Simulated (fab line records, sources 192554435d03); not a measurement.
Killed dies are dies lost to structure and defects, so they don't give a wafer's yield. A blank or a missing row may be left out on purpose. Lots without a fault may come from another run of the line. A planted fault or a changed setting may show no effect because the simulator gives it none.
Chamber matching | flow n5_finfet | N5_BEOL_M1_ILD_DEP_00 on pecvd-02: 3 sister chambers
The step deposits SiOC from DEMS/O2, target thk 79 nm, time 15.3 s. 3 wafers are shown with their chamber, then 9 later ones without.

WAFERS WITH THEIR CHAMBER
wafer  | chamber | heater_power_w (W)
L079.3 | 0       | 402
L089.5 | 2       | 337
L089.6 | 1       | 614

WAFERS WITHOUT THEIR CHAMBER
wafer  | heater_power_w (W)
L090.1 | 608
L090.2 | 383
L090.4 | 435
L095.1 | 337
L095.2 | 450
L095.5 | 445
L097.2 | 479
L097.5 | 480
L097.6 | 365

WHICH CHAMBER EACH WENT THROUGH
wafer  | from the rows above          | in truth
L090.1 | 1                            | 1
L090.2 | can't be placed: 0 or 2      | 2
L090.4 | can't be placed: 0 or 2      | 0
L095.1 | can't be placed: 2 or 0      | 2
L095.2 | can't be placed: 0 or 2      | 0
L095.5 | can't be placed: 0 or 2      | 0
L097.2 | can't be placed: 0 or 1 or 2 | 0
L097.5 | can't be placed: 0 or 1 or 2 | 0
L097.6 | can't be placed: 2 or 0      | 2
Placed correctly: 1 of 9. Can't be placed from these rows: 8 (the true chamber is among the candidates in 8). Placed wrongly: 0.
How it was worked out, from the rows above alone: a wafer's distance from a chamber is the root of the sum, over the readings, of the square of ((its reading less the chamber's mean) divided by the reading's scatter). The wafer belongs to the nearest chamber; if the next one is less than 2 further off, it can't be placed. A chamber's mean is the mean of its shown wafers. The scatter: with one shown wafer a chamber, the root of the mean of the squares of how far each hidden wafer lies from its nearest shown one.
